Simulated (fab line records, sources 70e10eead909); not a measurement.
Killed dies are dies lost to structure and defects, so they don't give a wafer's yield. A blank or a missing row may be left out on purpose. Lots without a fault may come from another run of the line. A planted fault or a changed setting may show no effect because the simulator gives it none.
fab line records | flow nand_harc
record lots=24 wafers=72 last_day=34
route steps=1302 shown A_CHANNEL_HOLE_D1@476 A_ONON_D2@548
lots that met no fault: from a run of the same line without faults
start_h: hours from the record's first day to the start of the lot's first wafer shown | wait_h: hours since the lot's step before | " the same as in the row above | L1.1+2: a row that stands for several wafers | - no value, or no start given | * or withheld: withheld | < > ~ a bound
route shown NAME@n: a module of which the file shows steps, and the number in the route of the first | usual: mean/standard deviation of fault-free wafers | same: alike in all rows | chamber/n: place in a boat | sites: the reading at each site | _std_site: their standard deviation | _edge_site: outer sites' mean less inner sites' | radius_mm: how far each site lies from the wafer's centre | mask NAME#n: copy n | behind: the tool/chamber that last shaped the wafer | hold: why the lot was held/for how many hours/how that ended | device: the transistor (n, p or np) that didn't switch | end of line: the same wafers' tests at the end of the route | a step without rows: its recipe alone | killed: dies lost to structure and defects at the first sort, not the wafer's yield | map: a wafer's dies, x killed, . not, _ none there
set.NAME: the setting as run; set.NAME@STEP: as run at that earlier step | model.NAME: the simulator's own value behind a step, which no gauge read
steps of the route over a sample of lots; a table a step, a row a wafer
services: from which hour (start_h, from the record's first day; less than 0 if before it) a tool's chamber was out of use, for how many hours, and why
## steps
# step NHARC_A_CHANNEL_HOLE_D1_ETCH_24
# recipe bias_v=5000 source_w=withheld pressure_mtorr=20 time_s=906.2 ar_flow_sccm=375 c4f8_flow_sccm=93.8 o2_flow_sccm=31.2 temp_c=-20 target_depth_a=15000 chemistry=C4F8/O2/Ar
# usual drypump_motor_current_A=5.7/0.53 showerhead_plenum_p_Torr=3.65/0.088 throttle_valve_pct=32.235/0.0085
# same time_s=906.2
# columns lot.wafer tool chamber start_h wait_h drypump_motor_current_A rf_hours_counter_h showerhead_plenum_p_Torr throttle_valve_pct
L074.2 har_etch-02 1 181.09 0.6 6.5 293 3.73 32.236
L074.1 " 0 " " 5.9 293 3.51 32.230
L074.6 " 0 " " 5.9 - 3.51 32.228
L076.4 har_etch-01 1 198.92 0.6 5.0 - 3.70 32.233
L076.3 " 0 " " 5.8 - 3.72 32.224
L076.5 " 0 " " 5.8 - 3.72 32.238
L075.1 har_etch-02 1 202.35 0.6 6.5 308 3.72 32.234
L075.2 " 0 " " 5.9 308 3.50 32.220
L075.6 " 0 " " 5.9 - 3.50 32.234
L077.2 har_etch-02 1 214.55 0.6 6.6 312 3.72 32.227
L077.1 " 0 " " 5.9 312 3.50 32.241
L077.4 " 0 " " 5.9 - 3.50 32.244
L078.2 har_etch-02 1 220.14 0.6 6.6 316 3.72 32.236
L078.6 " 0 " " 5.9 - 3.50 32.249
L078.5 " 1 " " 6.5 - 3.71 32.238
L079.2 har_etch-02 1 230.60 0.6 6.6 324 3.71 32.231
L079.3 " 0 " " 5.9 - 3.49 32.236
L079.4 " 1 " " 6.5 - 3.71 32.237
L080.2 har_etch-01 1 238.78 0.6 5.0 116 3.69 32.227
L080.4 " 0 " " 5.7 - 3.71 32.233
L080.6 " 1 " " 5.0 - 3.69 32.239
L081.1 har_etch-02 1 250.85 0.6 6.5 332 3.71 32.256
L081.6 " 1 " " 6.6 - 3.71 32.225
L081.5 " 0 " " 5.9 - 3.49 32.217
L082.1 har_etch-02 1 267.32 0.6 6.5 343 3.70 32.235
L082.4 " 0 " " 5.8 - 3.48 32.242
L082.5 " 0 " " 5.8 - 3.48 32.229
L083.1 har_etch-01 1 271.38 0.6 5.0 135 3.68 32.224
L083.3 " 1 " " 5.0 - 3.68 32.225
L083.5 " 1 " " 5.0 - 3.68 32.234
L084.2 har_etch-01 1 282.90 0.6 5.1 143 3.67 32.229
L084.5 " 1 " " 5.1 - 3.67 32.232
L084.6 " 0 " " 5.8 - 3.70 32.239
L085.2 har_etch-01 1 287.21 0.6 5.1 147 3.67 32.239
L085.3 " 1 " " 5.0 - 3.67 32.248
L085.5 " 1 " " 5.0 - 3.67 32.234
L086.2 har_etch-01 0 300.25 0.6 5.7 155 3.69 32.230
L086.4 " 1 " " 5.1 - 3.67 32.238
L086.5 " 0 " " 5.7 - 3.69 32.211
L087.2 har_etch-01 0 322.49 0.6 5.8 166 3.69 32.231
L087.1 " 1 " " 5.1 166 3.66 32.246
L087.5 " 1 " " 5.0 - 3.66 32.236
L088.1 har_etch-01 0 330.85 0.6 5.7 174 3.68 32.243
L088.4 " 0 " " 5.8 - 3.68 32.233
L088.3 " 1 " " 5.0 - 3.66 32.238
L090.1 har_etch-01 0 350.68 0.6 5.8 185 3.68 32.222
L090.3 " 1 " " 5.0 - 3.65 32.225
L090.5 " 1 " " 5.0 - 3.65 32.234
L089.1 har_etch-02 1 352.82 0.6 6.5 385 3.68 32.230
L089.6 " 1 " " 6.5 - 3.68 32.229
L089.5 " 0 " " 5.9 - 3.46 32.233
L091.4 har_etch-01 1 355.23 0.6 5.0 - 3.65 32.241
L091.6 " 0 " " 5.8 - 3.67 32.232
L091.5 " 1 " " 5.0 - 3.65 32.245
L092.1 har_etch-01 0 366.33 0.6 5.8 197 3.67 32.255
L092.3 " 0 " " 5.8 - 3.67 32.238
L092.5 " 1 " " 5.0 - 3.64 32.246
L093.2 har_etch-02 0 367.15 0.6 5.9 396 3.46 32.225
L093.6 " 1 " " 6.5 - 3.67 32.239
L093.5 " 0 " " 5.8 - 3.46 32.237
L094.2 har_etch-01 1 385.07 0.6 5.1 208 3.64 32.222
L094.3 " 0 " " 5.8 - 3.66 32.242
L094.5 " 0 " " 5.8 - 3.66 32.219
L096.1 har_etch-02 1 406.99 0.6 6.5 6 3.66 32.238
L096.4 " 0 " " 5.9 - 3.92 32.238
L096.6 " 1 " " 6.5 - 3.66 32.241
L095.1 har_etch-01 1 408.26 0.6 5.0 223 3.63 32.234
L095.4 " 0 " " 5.8 - 3.65 32.241
L095.6 " 1 " " 5.1 - 3.63 32.231
L097.2 har_etch-01 0 412.42 0.6 5.7 227 3.65 32.263
L097.4 " 1 " " 5.0 - 3.63 32.237
L097.3 " 0 " " 5.8 - 3.65 32.238
# step NHARC_A_CHANNEL_HOLE_D1_CD_MEAS_30
# usual cd_nm=90.6/1.7
# columns lot.wafer tool chamber start_h wait_h cd_nm
L074.1 cd_sem-01 - 184.48 - 92.3
L074.2 " - " " 91.4
L074.6 " - " " 89.6
L076.3 cd_sem-03 - 202.07 - 89.2
L076.4 " - " " 87.3
L076.5 " - " " 86.6
L075.1 cd_sem-02 - 205.75 - 90.6
L075.2 " - " " 90.5
L075.6 " - " " 90.4
L077.1 cd_sem-02 - 217.93 - 91.9
L077.2 " - " " 88.7
L077.4 " - " " 89.8
L078.2 cd_sem-01 - 223.39 - 91.9
L078.5 " - " " 91.2
L078.6 " - " " 93.6
L079.2 cd_sem-01 - 233.89 - 89.2
L079.3 " - " " 90.7
L079.4 " - " " 90.5
L080.2 cd_sem-02 - 242.21 - 89.3
L080.4 " - " " 94.3
L080.6 " - " " 93.4
L081.1 cd_sem-03 - 254.25 - 92.1
L081.5 " - " " 92.6
L081.6 " - " " 90.6
L082.1 cd_sem-01 - 270.59 - 91.5
L082.4 " - " " 92.1
L082.5 " - " " 90.6
L083.1 cd_sem-03 - 274.65 - 92.4
L083.3 " - " " 92.0
L083.5 " - " " 92.7
L084.2 cd_sem-03 - 286.31 - 89.3
L084.5 " - " " 87.7
L084.6 " - " " 90.4
L085.2 cd_sem-01 - 290.48 - 90.4
L085.3 " - " " 88.0
L085.5 " - " " 91.5
L086.2 cd_sem-02 - 303.51 - 91.5
L086.4 " - " " 92.1
L086.5 " - " " 91.1
L087.1 cd_sem-02 - 325.87 - 89.0
L087.2 " - " " 88.2
L087.5 " - " " 92.1
L088.1 cd_sem-03 - 334.23 - 89.5
L088.3 " - " " 91.4
L088.4 " - " " 93.2
L090.1 cd_sem-03 - 354.33 - 89.5
L090.3 " - " " 91.0
L090.5 " - " " 91.2
L089.1 cd_sem-02 - 356.36 - 90.2
L089.5 " - " " 89.2
L089.6 " - " " 90.8
L091.4 cd_sem-02 - 358.22 - 89.4
L091.5 " - " " 88.6
L091.6 " - " " 87.9
L092.1 cd_sem-03 - 369.74 - 90.5
L092.3 " - " " 91.1
L092.5 " - " " 93.1
L093.2 cd_sem-03 - 370.40 - 88.9
L093.5 " - " " 90.4
L093.6 " - " " 89.3
L094.2 cd_sem-02 - 388.33 - 89.3
L094.3 " - " " 88.2
L094.5 " - " " 89.6
L096.1 cd_sem-02 - 410.25 - 90.6
L096.4 " - " " 90.8
L096.6 " - " " 90.3
L095.1 cd_sem-03 - 411.58 - 88.7
L095.4 " - " " 89.4
L095.6 " - " " 89.7
L097.2 cd_sem-03 - 415.71 - 91.2
L097.3 " - " " 90.7
L097.4 " - " " 90.8
# step NHARC_A_ONON_D2_THK_MEAS_05
# recipe thk_meas_gauge=ellipsometry
# usual thk_nm=1001/10
# columns lot.wafer tool chamber start_h wait_h thk_nm
L074.1 film_metro-01 - 270.71 - 1010
L074.2 " - " " 1009
L074.6 " - " " 1009
L075.1 film_metro-02 - 289.49 - 1003
L075.2 " - " " 1005
L075.6 " - " " 1002
L076.3 film_metro-01 - 289.49 - 986
L076.4 " - " " 987
L076.5 " - " " 986
L078.2 film_metro-01 - 302.34 - 995
L078.5 " - " " 997
L078.6 " - " " 994
L077.1 film_metro-02 - 302.38 - 991
L077.2 " - " " 990
L077.4 " - " " 991
L079.2 film_metro-01 - 319.65 - 1016
L079.3 " - " " 1016
L079.4 " - " " 1014
L080.2 film_metro-01 - 325.22 - 996
L080.4 " - " " 997
L080.6 " - " " 999
L081.1 film_metro-02 - 342.27 - 1011
L081.5 " - " " 1010
L081.6 " - " " 1009
L082.1 film_metro-02 - 360.91 - 1006
L082.4 " - " " 1007
L082.5 " - " " 1005
L083.1 film_metro-01 - 360.92 - 1008
L083.3 " - " " 1008
L083.5 " - " " 1007
L085.2 film_metro-01 - 378.01 - 982
L085.3 " - " " 982
L085.5 " - " " 981
L084.2 film_metro-01 - 378.04 - 1011
L084.5 " - " " 1011
L084.6 " - " " 1010
L086.2 film_metro-01 - 385.66 - 1016
L086.4 " - " " 1016
L086.5 " - " " 1015
L087.1 film_metro-01 - 413.92 - 999
L087.2 " - " " 1001
L087.5 " - " " 1000
L088.1 film_metro-01 - 420.99 - 1007
L088.3 " - " " 1007
L088.4 " - " " 1005
L089.1 film_metro-02 - 439.24 - 1011
L089.5 " - " " 1010
L089.6 " - " " 1010
L090.1 film_metro-01 - 439.27 - 994
L090.3 " - " " 994
L090.5 " - " " 992
L091.4 film_metro-01 - 444.77 - 1009
L091.5 " - " " 1007
L091.6 " - " " 1008
L093.2 film_metro-01 - 461.11 - 989
L093.5 " - " " 991
L093.6 " - " " 990
L092.1 film_metro-01 - 461.12 - 995
L092.3 " - " " 997
L092.5 " - " " 997
L094.2 film_metro-02 - 475.84 - 1003
L094.3 " - " " 1001
L094.5 " - " " 1005
L097.2 film_metro-01 - 498.40 - 1016
L097.3 " - " " 1016
L097.4 " - " " 1017
L096.1 film_metro-02 - 498.54 - 996
L096.4 " - " " 994
L096.6 " - " " 997
L095.1 film_metro-02 - 498.75 - 982
L095.4 " - " " 983
L095.6 " - " " 981
# step NHARC_A_ONON_D2_THK_MEAS_14
# recipe thk_meas_gauge=ellipsometry
# usual thk_nm=1001/9.4
# columns lot.wafer tool chamber start_h wait_h thk_nm
L074.1 film_metro-01 - 272.42 - 997
L074.2 " - " " 1000
L074.6 " - " " 998
L075.1 film_metro-02 - 291.18 - 995
L075.2 " - " " 993
L075.6 " - " " 995
L076.3 film_metro-01 - 291.20 - 1005
L076.4 " - " " 1005
L076.5 " - " " 1007
L078.2 film_metro-02 - 304.04 - 998
L078.5 " - " " 998
L078.6 " - " " 999
L077.1 film_metro-01 - 304.07 - 1001
L077.2 " - " " 1000
L077.4 " - " " 1001
L079.2 film_metro-01 - 321.35 - 1011
L079.3 " - " " 1012
L079.4 " - " " 1012
L080.2 film_metro-01 - 326.95 - 998
L080.4 " - " " 998
L080.6 " - " " 998
L081.1 film_metro-02 - 343.96 - 1000
L081.5 " - " " 1000
L081.6 " - " " 999
L082.1 film_metro-01 - 362.60 - 1014
L082.4 " - " " 1014
L082.5 " - " " 1015
L083.1 film_metro-02 - 362.62 - 1013
L083.3 " - " " 1014
L083.5 " - " " 1014
L085.2 film_metro-01 - 379.72 - 1018
L085.3 " - " " 1018
L085.5 " - " " 1018
L084.2 film_metro-01 - 379.75 - 1006
L084.5 " - " " 1007
L084.6 " - " " 1005
L086.2 film_metro-01 - 387.36 - 990
L086.4 " - " " 989
L086.5 " - " " 988
L087.1 film_metro-01 - 415.65 - 1008
L087.2 " - " " 1009
L087.5 " - " " 1008
L088.1 film_metro-01 - 422.70 - 1001
L088.3 " - " " 1001
L088.4 " - " " 1001
L089.1 film_metro-01 - 440.93 - 991
L089.5 " - " " 992
L089.6 " - " " 995
L090.1 film_metro-02 - 440.96 - 995
L090.3 " - " " 997
L090.5 " - " " 997
L091.4 film_metro-02 - 446.49 - 1010
L091.5 " - " " 1010
L091.6 " - " " 1011
L093.2 film_metro-01 - 462.81 - 988
L093.5 " - " " 987
L093.6 " - " " 988
L092.1 film_metro-01 - 462.87 - 987
L092.3 " - " " 986
L092.5 " - " " 986
L094.2 film_metro-02 - 477.54 - 991
L094.3 " - " " 990
L094.5 " - " " 993
L097.2 film_metro-02 - 500.09 - 998
L097.3 " - " " 999
L097.4 " - " " 1001
L096.1 film_metro-01 - 500.24 - 990
L096.4 " - " " 991
L096.6 " - " " 991
L095.1 film_metro-01 - 500.45 - 1016
L095.4 " - " " 1013
L095.6 " - " " 1014
# step NHARC_A_ONON_D2_THK_MEAS_21
# recipe thk_meas_gauge=ellipsometry
# usual thk_nm=1001/9
# columns lot.wafer tool chamber start_h wait_h thk_nm
L074.1 film_metro-01 - 280.76 - 998
L074.2 " - " " 998
L074.6 " - " " 998
L076.3 film_metro-01 - 299.50 - 993
L076.4 " - " " 993
L076.5 " - " " 994
L075.1 film_metro-02 - 299.50 - 991
L075.2 " - " " 990
L075.6 " - " " 991
L077.1 film_metro-01 - 314.37 - 1009
L077.2 " - " " 1008
L077.4 " - " " 1010
L078.2 film_metro-02 - 314.37 - 988
L078.5 " - " " 990
L078.6 " - " " 989
L079.2 film_metro-02 - 329.66 - 1003
L079.3 " - " " 1000
L079.4 " - " " 1002
L080.2 film_metro-01 - 335.19 - 1010
L080.4 " - " " 1012
L080.6 " - " " 1011
L081.1 film_metro-02 - 352.96 - 988
L081.5 " - " " 990
L081.6 " - " " 989
L083.1 film_metro-02 - 370.66 - 1006
L083.3 " - " " 1008
L083.5 " - " " 1006
L082.1 film_metro-01 - 370.66 - 1005
L082.4 " - " " 1004
L082.5 " - " " 1005
L085.2 film_metro-02 - 388.28 - 995
L085.3 " - " " 994
L085.5 " - " " 995
L084.2 film_metro-02 - 388.30 - 998
L084.5 " - " " 999
L084.6 " - " " 998
L086.2 film_metro-02 - 395.63 - 1031
L086.4 " - " " 1029
L086.5 " - " " 1029
L087.1 film_metro-01 - 424.25 - 1001
L087.2 " - " " 1005
L087.5 " - " " 1003
L088.1 film_metro-02 - 432.26 - 1000
L088.3 " - " " 999
L088.4 " - " " 1000
L090.1 film_metro-02 - 448.87 - 992
L090.3 " - " " 993
L090.5 " - " " 993
L089.1 film_metro-01 - 448.89 - 1003
L089.5 " - " " 1005
L089.6 " - " " 1001
L091.4 film_metro-02 - 454.45 - 1009
L091.5 " - " " 1007
L091.6 " - " " 1007
L093.2 film_metro-01 - 471.36 - 993
L093.5 " - " " 994
L093.6 " - " " 992
L092.1 film_metro-02 - 471.36 - 1008
L092.3 " - " " 1010
L092.5 " - " " 1011
L094.2 film_metro-01 - 485.85 - 991
L094.3 " - " " 991
L094.5 " - " " 992
L097.2 film_metro-02 - 508.43 - 1005
L097.3 " - " " 1005
L097.4 " - " " 1004
L096.1 film_metro-01 - 508.44 - 1005
L096.4 " - " " 1004
L096.6 " - " " 1006
L095.1 film_metro-02 - 508.44 - 1009
L095.4 " - " " 1008
L095.6 " - " " 1008
# step NHARC_A_ONON_D2_THK_MEAS_30
# recipe thk_meas_gauge=ellipsometry
# usual thk_nm=998/9.6
# columns lot.wafer tool chamber start_h wait_h thk_nm
L074.1 film_metro-01 - 282.46 - 970
L074.2 " - " " 970
L074.6 " - " " 971
L076.3 film_metro-02 - 301.20 - 997
L076.4 " - " " 997
L076.5 " - " " 999
L075.1 film_metro-02 - 301.21 - 994
L075.2 " - " " 993
L075.6 " - " " 993
L077.1 film_metro-02 - 316.07 - 1008
L077.2 " - " " 1007
L077.4 " - " " 1008
L078.2 film_metro-01 - 316.07 - 996
L078.5 " - " " 995
L078.6 " - " " 996
L079.2 film_metro-02 - 331.36 - 988
L079.3 " - " " 988
L079.4 " - " " 989
L080.2 film_metro-01 - 336.93 - 1005
L080.4 " - " " 1006
L080.6 " - " " 1005
L081.1 film_metro-01 - 354.66 - 988
L081.5 " - " " 989
L081.6 " - " " 990
L083.1 film_metro-01 - 372.36 - 1006
L083.3 " - " " 1007
L083.5 " - " " 1007
L082.1 film_metro-02 - 372.37 - 988
L082.4 " - " " 989
L082.5 " - " " 990
L085.2 film_metro-01 - 389.97 - 997
L085.3 " - " " 997
L085.5 " - " " 996
L084.2 film_metro-01 - 390.02 - 991
L084.5 " - " " 990
L084.6 " - " " 990
L086.2 film_metro-01 - 397.33 - 999
L086.4 " - " " 999
L086.5 " - " " 1000
L087.1 film_metro-02 - 425.95 - 1004
L087.2 " - " " 1003
L087.5 " - " " 1004
L088.1 film_metro-01 - 433.97 - 1001
L088.3 " - " " 1000
L088.4 " - " " 1001
L090.1 film_metro-02 - 450.57 - 1005
L090.3 " - " " 1002
L090.5 " - " " 1005
L089.1 film_metro-01 - 450.59 - 1001
L089.5 " - " " 1001
L089.6 " - " " 1003
L091.4 film_metro-01 - 456.15 - 1007
L091.5 " - " " 1008
L091.6 " - " " 1008
L093.2 film_metro-01 - 473.06 - 1016
L093.5 " - " " 1017
L093.6 " - " " 1015
L092.1 film_metro-01 - 473.06 - 984
L092.3 " - " " 984
L092.5 " - " " 983
L094.2 film_metro-02 - 487.55 - 997
L094.3 " - " " 996
L094.5 " - " " 996
L097.2 film_metro-01 - 510.13 - 1002
L097.3 " - " " 1002
L097.4 " - " " 1002
L096.1 film_metro-02 - 510.13 - 1008
L096.4 " - " " 1009
L096.6 " - " " 1008
L095.1 film_metro-01 - 510.14 - 1003
L095.4 " - " " 1005
L095.6 " - " " 1002
## services
# columns tool chamber start_h hours kind
har_etch-02 - 313.71 12.6 repair
har_etch-02 - 383.53 17.0 pm
har_etch-02 0 383.53 17.0 vent_cycle
har_etch-02 1 383.53 17.0 vent_cycle
har_etch-02 0 400.53 - clean
har_etch-02 0 400.53 - consumable_replace:focus_ring
har_etch-02 0 400.53 - consumable_replace:showerhead
har_etch-02 1 400.53 - clean
har_etch-02 1 400.53 - consumable_replace:focus_ring
## key
fault none
